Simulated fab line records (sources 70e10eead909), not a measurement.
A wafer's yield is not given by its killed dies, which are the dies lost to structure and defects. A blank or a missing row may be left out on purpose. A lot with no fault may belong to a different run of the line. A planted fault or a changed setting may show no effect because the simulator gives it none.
fab line records	flow nandHarc
[record] lots = 24	wafers = 72	lastDay = 25
route steps=1159 shown A_SLIT@800 A_WL_FILL@811 A_CONTACT@855
lots untouched by any fault: they come from a run of this same line in which no faults occurred
startH: the number of hours between the record's first day and the start of the first shown wafer of the lot	waitH: time in hours since the lot's previous step	" identical to the entry in the row above	L1.1+2: a single row standing in for several wafers	- no value present, or no start provided	* or withheld: withheld	< > ~ a bound
route shown NAME@n: a module of which the file shows steps, and the number in the route of the first	usual: mean/standard deviation taken from wafers without a fault	same: alike in all rows	chamber/n: place in a boat	sites: the reading at each site	_std_site: standard deviation across them	_edge_site: outer sites' mean less inner sites'	radiusMm: how far each site lies from the wafer's centre	mask NAME#n: copy n	behind: the last tool/chamber to shape the wafer	hold: why the lot went on hold/how many hours it stayed there/how the hold came to an end	device: whichever transistor did not switch (one of n, p or np)	end of line: at the end of the route, the tests of the same wafers	a step without rows: its recipe alone	killed: at the first sort, the dies lost to defects and structure; wafer yield is something else	map: a wafer's dies, x killed, . not, _ none there
set.NAME: the setting that was run; set.NAME@STEP: the one run at that earlier step	model.NAME: the simulator's own value behind a step, which no gauge read
one table for each step of the route and one row for each wafer, over a sample of lots
services: from which hour (startH, from the record's first day; less than 0 if before it) a tool's chamber was out of use, for how many hours, and why
[[steps]]
[step NHARC_A_SLIT_STRIP_18]
[recipe] o2FlowSccm = 500	arFlowSccm = 0	biasW = 0	chemistry = O2
[usual] drypumpMotorCurrentA = 5.6/0.35	oesProductAu = 1.001/0.011	rfVppV = 57.8/0.92	showerheadPlenumPTorr = 3.57/0.12	throttleValvePct = 17.037/0.0094
lot.wafer	tool	chamber	startH	waitH	drypumpMotorCurrentA	oesProductAu	rfHoursCounterH	rfVppV	showerheadPlenumPTorr	throttleValvePct
L074.1	rieDiel-08	0	-	-	6.0	0.991	1	59.1	3.66	17.026
L074.2	"	3	"	"	6.0	0.983	2	57.7	3.50	17.041
L074.5	"	0	"	"	6.0	0.997	-	58.0	3.66	17.035
L075.1	rieDiel-08	3	-	-	6.0	0.981	2	57.7	3.50	17.033
L075.4	"	0	"	"	5.9	0.991	2	57.9	3.66	17.027
L075.6	"	1	"	"	5.4	0.997	-	57.5	3.33	17.038
L077.4	rieDiel-12	0	-	-	5.8	1.013	11	56.2	3.76	17.051
L077.6	"	2	"	"	5.1	1.001	-	57.3	3.56	17.032
L077.5	"	3	"	"	6.1	1.007	-	57.6	3.42	17.037
L076.4	rieDiel-11	1	-	-	5.2	0.995	9	58.9	3.56	17.038
L076.3	"	0	"	"	5.4	1.016	9	57.7	3.69	17.025
L076.5	"	2	"	"	5.5	1.004	-	57.8	3.63	17.048
L079.1	rieDiel-11	2	-	-	5.6	0.996	10	55.7	3.63	17.029
L079.4	"	3	"	"	5.4	1.005	10	58.6	3.57	17.035
L079.5	"	2	"	"	5.6	0.993	-	57.5	3.63	17.025
L078.4	rieDiel-08	3	-	-	6.1	0.993	3	57.4	3.50	17.028
L078.3	"	0	"	"	6.0	0.999	2	56.6	3.66	17.038
L078.1	"	1	"	"	5.3	1.018	2	57.7	3.33	17.036
L081.3	rieDiel-08	1	-	-	5.3	0.987	4	56.8	3.33	17.028
L081.1	"	2	"	"	5.7	1.007	4	59.4	3.54	17.034
L081.6	"	3	"	"	6.0	0.982	-	56.3	3.50	17.040
L080.1	rieDiel-11	0	-	-	5.4	1.020	10	57.9	3.68	17.034
L080.4	"	2	"	"	5.5	1.007	11	57.9	3.63	17.033
L080.3	"	3	"	"	5.4	1.008	10	57.0	3.57	17.023
L082.1	rieDiel-12	1	-	-	6.3	0.998	13	59.3	3.72	17.032
L082.4	"	2	"	"	5.1	1.007	14	58.2	3.56	17.042
L082.2	"	3	"	"	6.1	1.013	13	57.3	3.42	17.047
L083.1	rieDiel-08	1	-	-	5.3	0.986	6	57.0	3.33	17.039
L083.2	"	2	"	"	5.7	1.002	6	57.8	3.53	17.048
L083.4	"	3	"	"	6.1	0.995	5	57.7	3.50	17.052
L084.4	rieDiel-08	0	-	-	6.0	0.996	5	58.7	3.66	17.048
L084.5	"	0	"	"	6.0	0.987	-	58.8	3.66	17.051
L084.6	"	1	"	"	5.3	0.992	-	56.7	3.33	17.046
L085.4	rieDiel-12	0	-	-	5.7	1.016	13	57.0	3.76	17.030
L085.1	"	2	"	"	5.1	1.007	15	57.3	3.56	17.034
L085.5	"	0	"	"	5.7	1.016	-	60.2	3.76	17.031
L086.3	rieDiel-08	3	-	-	6.1	0.967	6	58.3	3.50	17.041
L086.1	"	0	"	"	6.0	0.990	6	57.8	3.66	17.031
L086.5	"	2	"	"	5.7	0.986	-	56.6	3.53	17.063
L088.3	rieDiel-12	3	-	-	6.1	1.020	1	58.2	3.42	17.034
L088.1	"	1	"	"	6.2	0.989	1	57.6	3.72	17.040
L088.5	"	2	"	"	5.1	0.987	-	59.5	3.56	17.048
L087.1	rieDiel-12	1	-	-	6.3	0.999	1	56.9	3.72	17.042
L087.5	"	0	"	"	5.7	1.016	-	56.3	3.76	17.033
L087.6	"	1	"	"	6.3	0.993	-	57.3	3.72	17.031
L091.4	rieDiel-11	2	-	-	5.6	1.001	5	58.5	3.63	17.050
L091.5	"	1	"	"	5.2	0.996	-	56.4	3.55	17.053
L091.6	"	2	"	"	5.6	0.997	-	57.5	3.63	17.044
L089.2	rieDiel-11	0	-	-	5.4	1.008	4	59.9	3.68	17.039
L089.1	"	3	"	"	5.4	1.008	5	57.7	3.57	17.030
L089.6	"	1	"	"	5.2	1.004	-	57.5	3.55	17.031
L090.1	rieDiel-08	2	-	-	5.7	0.999	11	58.6	3.53	17.039
L090.3	"	3	"	"	6.0	0.975	9	57.4	3.50	17.029
L090.6	"	1	"	"	5.3	0.994	-	56.7	3.33	17.031
L092.3	rieDiel-11	3	-	-	5.4	1.007	5	58.2	3.57	17.035
L092.1	"	0	"	"	5.4	1.004	5	57.7	3.68	17.027
L092.2	"	2	"	"	5.6	0.992	5	56.8	3.63	17.033
L093.3	rieDiel-12	2	-	-	5.1	0.989	5	57.7	3.55	17.037
L093.2	"	3	"	"	6.1	1.026	4	57.2	3.42	17.045
L093.6	"	1	"	"	6.3	1.014	-	56.7	3.71	17.035
L094.2	rieDiel-11	3	-	-	5.4	1.010	5	58.6	3.57	17.021
L094.4	"	2	"	"	5.6	0.989	5	58.8	3.63	17.034
L094.5	"	0	"	"	5.4	1.000	-	56.4	3.68	17.038
L095.3	rieDiel-08	1	-	-	5.4	1.006	11	58.1	3.33	17.022
L095.6	"	0	"	"	6.0	0.993	-	58.9	3.66	17.032
L095.5	"	1	"	"	5.3	1.011	-	57.5	3.33	17.019
L097.3	rieDiel-11	0	-	-	5.4	0.997	5	59.3	3.68	17.022
L097.4	"	2	"	"	5.6	0.996	-	57.1	3.63	17.028
L097.6	"	3	"	"	5.4	1.016	-	58.1	3.57	17.037
L096.3	rieDiel-08	1	-	-	5.3	0.999	11	56.9	3.33	17.045
L096.2	"	2	"	"	5.7	1.006	11	58.7	3.53	17.042
L096.1	"	0	"	"	6.0	0.993	10	56.2	3.66	17.041
[step NHARC_A_WL_FILL_ALD_02]
[recipe] targetThkA = 20	pulseTimeS = 3	aldCycles = 100	tempC = 450	material = TiN
[usual] heaterPowerW = 1056/100	precursorPulseHeightRel = 1.002/0.02
lot.wafer	tool	chamber	startH	waitH	heaterPowerW	precursorPulseHeightRel	sinceWetCleanH
L074.2	aldMetal-01	2	336.40	0.2	1166	1.007	46
L074.1	"	0	"	"	943	1.001	47
L074.5	"	2	"	"	1172	0.980	-
L075.1	aldMetal-04	0	336.50	0.3	1116	1.005	99
L075.6	"	1	"	"	1127	0.956	-
L075.4	"	2	"	"	936	0.970	-
L076.3	aldMetal-04	0	349.16	0.1	1094	0.999	111
L076.4	"	2	"	"	932	1.002	111
L076.5	"	0	"	"	1093	1.028	-
L077.4	aldMetal-01	3	349.37	0.1	918	0.986	59
L077.5	"	2	"	"	1171	0.993	-
L077.6	"	3	"	"	928	1.020	-
L079.4	aldMetal-01	2	353.49	0.1	1177	0.981	64
L079.1	"	3	"	"	904	0.974	64
L079.5	"	2	"	"	1168	0.975	-
L078.3	aldMetal-03	1	353.63	0.1	1170	1.016	22
L078.1	"	3	"	"	1085	0.998	22
L078.4	"	2	"	"	1120	0.966	-
L080.1	aldMetal-04	3	374.19	0.2	1089	1.010	136
L080.4	"	1	"	"	1101	1.037	136
L080.3	"	2	"	"	930	1.006	136
L081.3	aldMetal-01	3	374.41	0.2	878	0.970	84
L081.1	"	0	"	"	912	1.020	85
L081.6	"	3	"	"	896	0.996	-
L083.2	aldMetal-03	2	385.06	0.2	1118	1.013	53
L083.4	"	3	"	"	1084	0.990	53
L083.1	"	0	"	"	1200	1.014	53
L082.2	aldMetal-01	3	385.07	0.2	897	1.015	95
L082.4	"	0	"	"	910	0.985	95
L082.1	"	1	"	"	1037	0.961	95
L085.1	aldMetal-04	2	385.23	0.2	920	1.037	147
L085.4	"	0	"	"	1089	1.001	147
L085.5	"	2	"	"	929	0.999	-
L084.4	aldMetal-03	3	385.36	0.2	1051	0.996	53
L084.6	"	1	"	"	1132	0.986	-
L084.5	"	2	"	"	1125	0.997	-
L086.3	aldMetal-01	3	396.45	0.1	912	1.023	107
L086.1	"	2	"	"	1167	0.998	107
L086.5	"	3	"	"	917	0.997	-
L088.1	aldMetal-03	0	408.20	0.2	1228	1.020	76
L088.3	"	2	"	"	1138	1.005	76
L088.5	"	3	"	"	1068	0.977	-
L087.1	aldMetal-01	2	408.34	0.2	1188	1.027	118
L087.5	"	2	"	"	1168	0.987	-
L087.6	"	3	"	"	922	0.996	-
L091.4	aldMetal-01	1	446.16	0.2	1039	1.007	156
L091.6	"	3	"	"	915	1.009	-
L091.5	"	0	"	"	946	1.020	-
L089.2	aldMetal-03	3	446.25	0.2	1107	0.983	114
L089.1	"	2	"	"	1145	1.015	114
L089.6	"	3	"	"	1049	1.018	-
L090.3	aldMetal-04	2	446.45	0.2	973	1.002	31
L090.1	"	3	"	"	1081	1.001	31
L090.6	"	2	"	"	956	1.024	-
L092.2	aldMetal-01	1	446.58	0.2	1040	0.984	157
L092.3	"	3	"	"	935	1.018	157
L092.1	"	0	"	"	941	1.016	157
L094.2	aldMetal-01	1	449.84	0.2	1011	1.024	160
L094.4	"	2	"	"	1145	0.995	160
L094.5	"	1	"	"	1033	1.006	-
L093.2	aldMetal-04	1	449.98	0.2	1172	1.000	34
L093.3	"	2	"	"	975	0.988	34
L093.6	"	2	"	"	970	0.996	-
L096.3	aldMetal-04	1	454.98	0.1	1157	0.977	39
L096.1	"	2	"	"	969	0.989	39
L096.2	"	3	"	"	1061	0.960	39
L095.3	aldMetal-01	1	455.04	0.2	1032	1.000	165
L095.5	"	3	"	"	904	1.009	-
L095.6	"	0	"	"	925	0.994	-
L097.4	aldMetal-03	0	455.14	0.1	1210	0.974	123
L097.3	"	3	"	"	1075	0.989	123
L097.6	"	1	"	"	1170	0.991	-
[step NHARC_A_WL_FILL_CMP_12]
[recipe] tOverpolishS = 30	targetThkNm = 75
[usual] motorCurrentA = 11.9/1.2	overpolishRunS = 30.000/0.0088	slurryFlowMlMin = 150.0/0.53	timeToEndpointS = 14.7/2.7
lot.wafer	tool	chamber	startH	waitH	motorCurrentA	overpolishRunS	slurryFlowMlMin	timeToEndpointS
L075.4	cmp-02	0	365.37	2.2	11.0	29.989	150.4	18.7
L075.1	"	1	"	"	11.7	29.989	149.7	19.8
L075.6	"	0	"	"	10.0	30.003	150.4	16.4
L074.2	cmp-03	2	365.94	3.6	11.5	30.001	149.7	14.4
L074.1	"	0	"	"	11.6	30.008	150.1	14.0
L074.5	"	1	"	"	13.3	30.005	149.9	13.9
L076.3	cmp-03	3	377.92	2.9	14.1	29.997	149.8	13.8
L076.4	"	0	"	"	11.9	30.009	150.4	17.6
L076.5	"	0	"	"	11.4	29.993	150.3	17.8
L077.4	cmp-02	3	378.06	3.0	9.9	30.007	150.3	12.4
L077.6	"	2	"	"	12.6	30.001	149.8	13.1
L077.5	"	3	"	"	10.9	29.993	149.6	11.9
L078.1	cmp-01	0	387.51	4.3	13.1	29.986	149.2	19.1
L078.4	"	1	"	"	12.0	30.005	149.9	9.7
L078.3	"	2	"	"	12.3	30.001	150.5	18.0
L079.1	cmp-01	3	391.82	4.4	10.2	30.019	150.0	17.4
L079.4	"	0	"	"	12.9	29.989	150.5	19.2
L079.5	"	1	"	"	12.1	30.006	149.9	9.5
L080.3	cmp-02	3	404.87	2.2	10.6	29.995	150.6	11.0
L080.1	"	0	"	"	11.7	29.995	150.2	18.2
L080.4	"	2	"	"	12.3	30.008	149.6	10.8
L081.3	cmp-01	2	408.69	2.9	12.8	29.995	150.5	16.3
L081.1	"	3	"	"	10.0	30.003	151.0	14.3
L081.6	"	2	"	"	11.7	30.001	150.8	18.5
L082.4	cmp-03	2	416.92	2.2	11.6	30.012	150.1	13.3
L082.1	"	0	"	"	11.8	30.006	150.7	15.0
L082.2	"	1	"	"	12.8	30.012	150.7	10.3
L083.1	cmp-02	3	417.15	4.3	10.7	30.000	150.3	14.0
L083.4	"	0	"	"	11.1	30.010	150.1	17.9
L083.2	"	1	"	"	11.0	29.992	149.2	22.6
L084.4	cmp-03	3	421.26	2.9	14.0	29.998	149.8	17.0
L084.6	"	2	"	"	10.7	29.993	149.2	13.9
L084.5	"	3	"	"	15.4	29.998	150.7	14.7
L085.4	cmp-03	0	421.45	2.2	12.0	30.001	150.4	15.1
L085.1	"	1	"	"	13.4	29.995	149.7	13.0
L085.5	"	0	"	"	11.9	30.011	150.6	17.9
L086.1	cmp-03	3	430.58	4.3	14.3	29.993	149.7	16.6
L086.3	"	0	"	"	12.0	29.992	149.1	14.2
L086.5	"	2	"	"	11.6	30.002	150.2	13.7
L088.1	cmp-02	2	433.78	-	12.6	29.996	149.2	13.8
L088.3	"	1	"	"	10.8	29.985	150.0	19.9
L088.5	"	3	"	"	11.3	29.990	149.6	12.2
L087.1	cmp-01	3	434.80	4.3	9.8	30.004	150.6	15.5
L087.6	"	2	"	"	11.3	29.998	150.3	14.1
L087.5	"	3	"	"	10.8	29.998	150.4	12.5
L092.2	cmp-01	2	471.64	3.6	12.4	29.993	149.8	14.0
L092.1	"	0	"	"	13.0	29.991	149.9	15.6
L092.3	"	1	"	"	12.3	29.996	150.4	10.8
L089.2	cmp-03	1	471.69	4.4	13.0	30.003	150.3	10.6
L089.1	"	2	"	"	11.2	29.996	149.2	11.3
L089.6	"	3	"	"	14.2	30.004	149.0	13.0
L090.3	cmp-02	0	475.97	2.3	11.0	30.002	150.2	15.5
L090.1	"	1	"	"	11.6	30.003	150.5	15.4
L090.6	"	3	"	"	11.2	30.007	149.7	10.4
L091.4	cmp-02	0	476.99	2.3	11.7	30.005	149.9	16.8
L091.5	"	3	"	"	11.1	30.003	149.6	10.3
L091.6	"	0	"	"	10.9	29.998	149.9	16.5
L093.3	cmp-02	3	481.76	2.9	10.7	29.994	149.7	14.4
L093.2	"	0	"	"	10.7	29.982	149.8	15.8
L093.6	"	2	"	"	12.3	29.987	150.4	12.2
L094.2	cmp-02	2	486.03	4.3	13.3	30.011	149.7	14.1
L094.4	"	0	"	"	11.5	30.002	150.2	17.2
L094.5	"	3	"	"	11.0	29.990	150.5	15.5
L096.3	cmp-03	2	490.87	2.2	11.5	29.993	149.9	16.4
L096.1	"	3	"	"	14.2	30.018	150.0	16.6
L096.2	"	0	"	"	11.6	29.994	148.9	15.2
L095.3	cmp-03	2	497.56	5.1	11.9	29.988	151.2	13.6
L095.6	"	0	"	"	11.9	30.014	151.1	15.3
L095.5	"	1	"	"	12.5	29.990	150.2	12.3
L097.3	cmp-03	0	506.17	5.1	11.2	30.010	149.4	12.5
L097.4	"	1	"	"	13.7	29.999	149.3	12.4
L097.6	"	2	"	"	11.5	30.006	150.8	15.9
[step NHARC_A_CONTACT_OVL_MEAS_43]
[usual] overlayXNm = 0.1/0.77	overlayYNm = 0.1/0.85
lot.wafer	tool	chamber	startH	waitH	overlayXNm	overlayYNm
L075.1	overlay-02	-	370.70	-	1.8	-0.4
L075.4	"	-	"	"	1.3	0.0
L075.6	"	-	"	"	1.1	0.3
L074.1	overlay-02	-	371.00	-	0.9	1.6
L074.2	"	-	"	"	0.6	2.0
L074.5	"	-	"	"	1.0	1.8
L076.3	overlay-02	-	382.26	-	0.1	-0.4
L076.4	"	-	"	"	0.0	0.3
L076.5	"	-	"	"	-0.6	-0.3
L077.4	overlay-02	-	383.62	-	-0.8	0.7
L077.5	"	-	"	"	-0.1	1.0
L077.6	"	-	"	"	-0.3	0.6
L078.1	overlay-02	-	391.66	-	-1.2	-0.1
L078.3	"	-	"	"	-1.6	0.2
L078.4	"	-	"	"	-0.8	-0.7
L079.1	overlay-02	-	395.95	-	-0.8	-1.4
L079.4	"	-	"	"	-0.3	-1.5
L079.5	"	-	"	"	-0.7	-1.2
L080.1	overlay-02	-	409.01	-	-1.2	-1.1
L080.3	"	-	"	"	-1.0	-0.6
L080.4	"	-	"	"	-1.3	-1.5
L081.1	overlay-01	-	412.89	-	0.7	0.9
L081.3	"	-	"	"	0.6	1.4
L081.6	"	-	"	"	0.7	0.7
L082.1	overlay-02	-	421.10	-	1.2	-0.7
L082.2	"	-	"	"	0.9	-0.5
L082.4	"	-	"	"	1.2	-0.1
L083.1	overlay-02	-	422.54	-	0.0	0.9
L083.2	"	-	"	"	-0.2	1.2
L083.4	"	-	"	"	-0.2	0.2
L084.4	overlay-02	-	425.30	-	0.3	1.1
L084.5	"	-	"	"	0.3	1.4
L084.6	"	-	"	"	-0.1	0.9
L085.1	overlay-02	-	427.84	-	-0.2	1.1
L085.4	"	-	"	"	-0.3	0.5
L085.5	"	-	"	"	0.0	0.4
L086.1	overlay-02	-	436.81	-	-0.8	-0.2
L086.3	"	-	"	"	-1.2	-0.2
L086.5	"	-	"	"	-1.2	-0.3
L088.1	overlay-01	-	439.16	-	-0.9	0.0
L088.3	"	-	"	"	-0.3	-0.4
L088.5	"	-	"	"	-0.9	0.1
L087.1	overlay-01	-	440.94	-	-0.5	-0.5
L087.5	"	-	"	"	-0.3	-0.1
L087.6	"	-	"	"	-0.6	-0.4
L089.1	overlay-01	-	475.87	-	0.2	0.8
L089.2	"	-	"	"	-0.1	0.7
L089.6	"	-	"	"	0.1	0.2
L092.1	overlay-02	-	476.17	-	0.0	-0.2
L092.2	"	-	"	"	0.2	-0.1
L092.3	"	-	"	"	0.8	-0.4
L090.1	overlay-01	-	480.83	-	0.7	0.9
L090.3	"	-	"	"	1.0	0.7
L090.6	"	-	"	"	0.8	0.6
L091.4	overlay-02	-	483.45	-	0.9	0.4
L091.5	"	-	"	"	1.0	0.1
L091.6	"	-	"	"	0.6	-0.2
L093.2	overlay-02	-	490.61	-	1.1	-1.3
L093.3	"	-	"	"	0.9	-1.2
L093.6	"	-	"	"	0.5	-1.4
L094.2	overlay-02	-	493.35	-	0.4	1.0
L094.4	"	-	"	"	0.7	1.2
L094.5	"	-	"	"	0.3	0.9
L096.1	overlay-02	-	496.58	-	0.6	-0.5
L096.2	"	-	"	"	1.2	-0.5
L096.3	"	-	"	"	0.6	-0.4
L095.3	overlay-01	-	501.96	-	1.3	-0.7
L095.5	"	-	"	"	1.4	-1.1
L095.6	"	-	"	"	1.3	-0.6
L097.3	overlay-02	-	512.02	-	0.6	1.3
L097.4	"	-	"	"	0.2	1.3
L097.6	"	-	"	"	0.0	1.1
[step NHARC_A_CONTACT_DESCUM_47]
[recipe] timeS = 3	o2FlowSccm = 200	arFlowSccm = 0	biasPowerW = 0	chemistry = O2
[usual] drypumpMotorCurrentA = 5.7/0.47	oesProductAu = 0.998/0.011	rfVppV = 57.7/0.88	showerheadPlenumPTorr = 1.90/0.069	throttleValvePct = 11.312/0.01
lot.wafer	tool	chamber	startH	waitH	drypumpMotorCurrentA	oesProductAu	rfHoursCounterH	rfVppV	showerheadPlenumPTorr	throttleValvePct
L075.1	rieDiel-02	0	370.80	0.1	6.0	0.992	15	58.3	1.83	11.318
L075.4	"	2	"	"	5.8	0.988	13	57.6	1.92	11.324
L075.6	"	1	"	"	6.2	1.020	-	58.3	1.89	11.317
L074.2	rieDiel-04	3	371.11	0.1	6.6	1.006	15	56.6	1.99	11.311
L074.1	"	1	"	"	5.7	1.000	13	57.1	1.96	11.323
L074.5	"	2	"	"	5.7	1.001	-	54.5	1.85	11.312
L076.3	rieDiel-07	2	382.36	0.1	6.0	1.012	54	56.9	1.90	11.301
L076.4	"	0	"	"	5.5	0.994	52	58.2	1.97	11.326
L076.5	"	1	"	"	5.7	1.021	-	56.8	1.95	11.308
L077.4	rieDiel-02	0	383.72	0.1	6.0	1.002	19	58.9	1.82	11.316
L077.5	"	3	"	"	5.3	0.992	-	58.1	1.87	11.317
L077.6	"	0	"	"	6.0	1.010	-	56.6	1.82	11.312
L078.3	rieDiel-07	2	391.76	0.1	5.9	1.014	57	59.3	1.90	11.299
L078.4	"	0	"	"	5.5	1.002	55	58.9	1.97	11.327
L078.1	"	1	"	"	5.7	1.032	57	58.2	1.94	11.328
L079.4	rieDiel-07	1	396.08	0.1	5.6	1.014	59	58.0	1.94	11.302
L079.1	"	2	"	"	5.9	1.005	58	57.2	1.90	11.314
L079.5	"	0	"	"	5.5	0.996	-	57.9	1.97	11.307
L080.1	rieDiel-04	2	409.12	0.1	5.7	0.994	19	57.3	1.85	11.316
L080.3	"	0	"	"	4.9	1.001	22	56.8	1.80	11.321
L080.4	"	1	"	"	5.7	0.974	-	56.8	1.96	11.315
L081.1	rieDiel-02	0	412.98	0.1	6.0	0.995	30	57.2	1.82	11.310
L081.3	"	1	"	"	6.2	1.005	30	57.6	1.88	11.313
L081.6	"	0	"	"	6.0	0.985	-	57.3	1.82	11.336
L082.4	rieDiel-07	0	421.20	0.1	5.5	1.007	2	57.1	1.97	11.311
L082.2	"	1	"	"	5.6	0.994	2	57.6	1.94	11.301
L082.1	"	3	"	"	6.2	1.009	2	58.2	2.00	11.318
L083.2	rieDiel-04	0	422.65	0.1	4.8	1.011	25	55.2	1.80	11.303
L083.1	"	1	"	"	5.7	0.978	22	58.9	1.96	11.307
L083.4	"	2	"	"	5.8	1.007	-	57.6	1.85	11.308
L084.6	rieDiel-04	2	425.43	0.1	5.8	0.996	-	57.2	1.85	11.301
L084.4	"	0	"	"	4.8	0.998	-	57.2	1.80	11.320
L084.5	"	1	"	"	5.7	0.987	-	59.1	1.96	11.304
L085.4	rieDiel-04	2	427.93	0.1	5.7	0.995	24	57.5	1.85	11.324
L085.1	"	1	"	"	5.7	0.982	24	56.9	1.96	11.300
L085.5	"	2	"	"	5.8	1.002	-	58.7	1.85	11.324
L086.3	rieDiel-04	3	436.92	0.1	6.5	1.001	23	59.4	1.99	11.316
L086.1	"	0	"	"	4.8	0.999	29	57.5	1.79	11.318
L086.5	"	3	"	"	6.6	1.003	-	58.3	1.99	11.321
L088.3	rieDiel-07	0	439.26	0.1	5.5	1.007	9	58.1	1.97	11.319
L088.1	"	2	"	"	5.9	0.999	7	56.9	1.90	11.319
L088.5	"	1	"	"	5.7	1.010	-	59.7	1.94	11.308
L087.1	rieDiel-04	3	441.06	0.1	6.6	1.010	24	59.2	1.99	11.298
L087.6	"	0	"	"	4.8	1.008	-	57.2	1.79	11.303
L087.5	"	1	"	"	5.7	1.003	-	58.0	1.96	11.312
L089.1	rieDiel-04	3	475.99	0.1	6.5	1.000	0	57.7	1.99	11.320
L089.2	"	0	"	"	4.9	0.994	0	57.5	1.79	11.301
L089.6	"	2	"	"	5.8	0.972	-	57.6	1.84	11.318
L092.2	rieDiel-02	0	476.27	0.1	5.9	1.007	51	57.4	1.81	11.320
L092.3	"	1	"	"	6.2	1.020	52	57.3	1.87	11.311
L092.1	"	3	"	"	5.3	1.000	50	57.8	1.86	11.333
L090.1	rieDiel-04	0	480.92	0.1	4.8	1.007	1	57.4	1.79	11.303
L090.3	"	2	"	"	5.7	0.987	1	57.2	1.84	11.292
L090.6	"	0	"	"	4.8	1.006	-	57.0	1.79	11.313
L091.4	rieDiel-07	2	483.54	0.1	6.0	1.002	23	56.5	1.89	11.318
L091.5	"	2	"	"	6.0	1.013	-	57.4	1.89	11.317
L091.6	"	3	"	"	6.2	0.983	-	57.6	1.99	11.286
L093.2	rieDiel-04	1	490.70	0.1	5.7	0.987	2	56.6	1.96	11.310
L093.3	"	0	"	"	4.8	0.999	3	56.9	1.79	11.319
L093.6	"	2	"	"	5.7	0.978	-	57.7	1.84	11.330
L094.4	rieDiel-04	3	493.47	0.1	6.5	0.991	4	56.4	1.99	11.311
L094.2	"	1	"	"	5.7	0.988	3	59.5	1.95	11.325
L094.5	"	3	"	"	6.6	0.986	-	58.4	1.99	11.300
L096.2	rieDiel-04	0	496.69	0.1	4.8	1.000	4	57.1	1.79	11.307
L096.1	"	1	"	"	5.7	0.993	5	59.0	1.95	11.311
L096.3	"	2	"	"	5.8	0.992	4	58.0	1.84	11.319
L095.3	rieDiel-02	0	502.08	0.1	6.0	1.007	61	57.8	1.81	11.309
L095.5	"	2	"	"	5.8	0.995	-	57.7	1.91	11.313
L095.6	"	3	"	"	5.3	0.999	-	57.9	1.86	11.327
L097.4	rieDiel-04	0	512.15	0.1	4.9	1.021	8	58.5	1.79	11.309
L097.3	"	2	"	"	5.8	0.989	8	59.1	1.84	11.309
L097.6	"	0	"	"	4.9	1.012	-	58.3	1.79	11.297
[step NHARC_A_CONTACT_ETCH_117]
[recipe] sourceW = withheld	pressureMtorr = 20	biasV = 3000	timeS = 94	targetDepthA = 9220	arFlowSccm = withheld	c4f8FlowSccm = withheld	o2FlowSccm = withheld	chemistry = C4F8/O2/Ar
[usual] oesAirLineAu = 0.999/0.018
lot.wafer	tool	chamber	startH	waitH	oesAirLineAu	rfHoursCounterH
L075.1	harCapEtch-02	1	372.97	0.1	0.981	9
L075.4	"	1	"	"	0.966	-
L075.6	"	1	"	"	0.982	-
L074.1	harCapEtch-03	0	373.38	0.1	1.036	78
L074.2	"	1	"	"	1.003	78
L074.5	"	0	"	"	1.017	-
L076.4	harCapEtch-02	0	384.36	0.1	0.994	-
L076.3	"	1	"	"	1.003	-
L076.5	"	1	"	"	0.994	-
L077.4	harCapEtch-03	0	385.68	0.1	0.976	-
L077.6	"	1	"	"	0.998	-
L077.5	"	0	"	"	0.983	-
L078.1	harCapEtch-02	0	393.69	0.1	1.014	13
L078.3	"	1	"	"	0.997	-
L078.4	"	0	"	"	1.026	-
L079.1	harCapEtch-03	0	398.04	0.1	1.029	83
L079.4	"	1	"	"	0.987	-
L079.5	"	1	"	"	1.017	-
L080.1	harCapEtch-03	1	411.31	0.1	1.000	86
L080.3	"	0	"	"	1.019	-
L080.4	"	1	"	"	1.009	-
L081.1	harCapEtch-02	0	415.37	0.1	1.007	15
L081.3	"	0	"	"	0.997	-
L081.6	"	1	"	"	1.009	-
L082.2	harCapEtch-02	0	423.11	0.1	0.978	17
L082.1	"	1	"	"	0.978	17
L082.4	"	0	"	"	0.998	-
L083.2	harCapEtch-03	1	424.84	0.1	1.004	88
L083.1	"	0	"	"	0.996	88
L083.4	"	1	"	"	0.987	-
L084.4	harCapEtch-02	1	427.60	0.1	1.030	-
L084.5	"	0	"	"	0.978	-
L084.6	"	1	"	"	0.985	-
L085.1	harCapEtch-01	1	429.84	0.1	0.963	65
L085.4	"	0	"	"	1.027	-
L085.5	"	1	"	"	0.983	-
L086.1	harCapEtch-02	0	438.83	0.1	0.977	20
L086.3	"	1	"	"	1.019	-
L086.5	"	1	"	"	0.997	-
L088.1	harCapEtch-03	1	441.19	0.1	1.012	92
L088.3	"	0	"	"	1.003	-
L088.5	"	0	"	"	1.012	-
L087.1	harCapEtch-01	0	443.01	0.1	0.991	69
L087.5	"	1	"	"	0.999	-
L087.6	"	0	"	"	1.002	-
L089.1	harCapEtch-01	0	477.88	0.1	1.006	71
L089.2	"	1	"	"	1.002	71
L089.6	"	1	"	"	1.032	-
L092.1	harCapEtch-03	0	478.19	0.1	1.012	96
L092.2	"	1	"	"	1.001	96
L092.3	"	0	"	"	1.013	-
L090.1	harCapEtch-02	0	482.86	0.1	0.987	26
L090.3	"	0	"	"	1.003	-
L090.6	"	0	"	"	0.952	-
L091.4	harCapEtch-01	1	485.49	0.1	1.017	-
L091.5	"	1	"	"	1.012	-
L091.6	"	0	"	"	1.017	-
L093.2	harCapEtch-01	1	492.64	0.1	0.998	74
L093.3	"	1	"	"	1.012	-
L093.6	"	0	"	"	0.992	-
L094.2	harCapEtch-01	0	495.69	0.1	0.987	75
L094.4	"	0	"	"	1.000	-
L094.5	"	1	"	"	1.014	-
L096.1	harCapEtch-01	1	498.71	0.1	0.966	76
L096.2	"	0	"	"	1.020	76
L096.3	"	1	"	"	0.984	-
L095.3	harCapEtch-02	0	504.02	0.1	1.013	-
L095.6	"	1	"	"	0.998	-
L095.5	"	0	"	"	1.028	-
L097.4	harCapEtch-02	1	514.26	0.1	1.055	-
L097.3	"	0	"	"	0.980	-
L097.6	"	0	"	"	1.003	-
[[services]]
tool	chamber	startH	hours	kind
harCapEtch-02	-	305.00	17.0	pm
rieDiel-04	1	311.06	8.9	repair
cmp-02	-	324.65	4.0	pm
cmp-02	-	340.43	1.0	repair
cmp-03	-	352.93	4.0	pm
rieDiel-08	3	364.42	8.7	repair
rieDiel-11	-	366.50	9.0	pm
rieDiel-08	-	366.91	0.2	repair
rieDiel-11	0	387.59	4.0	repair
rieDiel-04	3	404.91	21.6	repair
aldMetal-01	2	412.59	23.5	repair
cmp-02	-	422.65	4.0	pm
cmp-03	-	434.41	1.4	repair
cmp-02	-	435.37	0.4	repair
rieDiel-11	1	447.92	6.6	repair
rieDiel-04	0	448.06	6.4	repair
cmp-03	-	450.93	4.0	pm
aldMetal-01	-	458.00	10.0	pm
rieDiel-04	-	466.28	9.0	pm
cmp-03	-	476.05	2.6	repair
rieDiel-08	-	478.80	9.0	pm
rieDiel-04	2	483.06	4.3	repair
aldMetal-01	-	496.69	0.7	repair
cmp-02	-	505.69	5.4	repair
[[key]]
fault none
